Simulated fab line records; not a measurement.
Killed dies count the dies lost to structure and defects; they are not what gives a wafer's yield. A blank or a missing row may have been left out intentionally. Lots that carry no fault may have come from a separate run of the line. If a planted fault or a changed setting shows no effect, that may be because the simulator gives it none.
Chamber matching :: flow n5-finfet :: N5_BEOL_M0_DEP_125 on pecvd-04 has 3 sister chambers
The step deposits SiCN from 3MS/NH3, target thk 8 nm, time 14 s. 3 wafers are shown with their chamber, then 7 later ones without.

## EACH WAFER AND ITS CHAMBER
wafer: L314.5
chamber: 1
throttle-valve-pct (%): 9.8

wafer: L322.3
chamber: 0
throttle-valve-pct (%): 8.6

wafer: L322.4
chamber: 2
throttle-valve-pct (%): 8.8

## WAFERS WITHOUT THEIR CHAMBER
wafer: L322.6
throttle-valve-pct (%): 8.6

wafer: L324.2
throttle-valve-pct (%): 10.2

wafer: L324.5
throttle-valve-pct (%): 8.8

wafer: L324.6
throttle-valve-pct (%): 9.9

wafer: L328.1
throttle-valve-pct (%): 8.8

wafer: L328.3
throttle-valve-pct (%): 9.9

wafer: L328.4
throttle-valve-pct (%): 8.7

## THE CHAMBER EACH PASSED THROUGH
wafer: L322.6
from the rows above: can't be placed: 0 or 2
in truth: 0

wafer: L324.2
from the rows above: 1
in truth: 1

wafer: L324.5
from the rows above: can't be placed: 2 or 0
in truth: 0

wafer: L324.6
from the rows above: 1
in truth: 1

wafer: L328.1
from the rows above: can't be placed: 2 or 0
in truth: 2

wafer: L328.3
from the rows above: 1
in truth: 1

wafer: L328.4
from the rows above: can't be placed: 0 or 2
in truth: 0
Correct placement for 3 of the 7. Cannot be placed on the basis of these rows: 4; the candidates contain the true chamber in 4. 0 placed wrongly.
How it was worked out, from the rows above alone: a wafer's distance from a chamber is the root of the sum, over the readings, of the square of ((its reading less the chamber's mean) divided by the reading's scatter). If the next closest chamber is less than 2 further off than the closest, the wafer can't be placed; otherwise it belongs to the closest. A chamber's mean is the mean of its shown wafers. The scatter: with one shown wafer a chamber, the root of the mean of the squares of how far each hidden wafer lies from its nearest shown one.
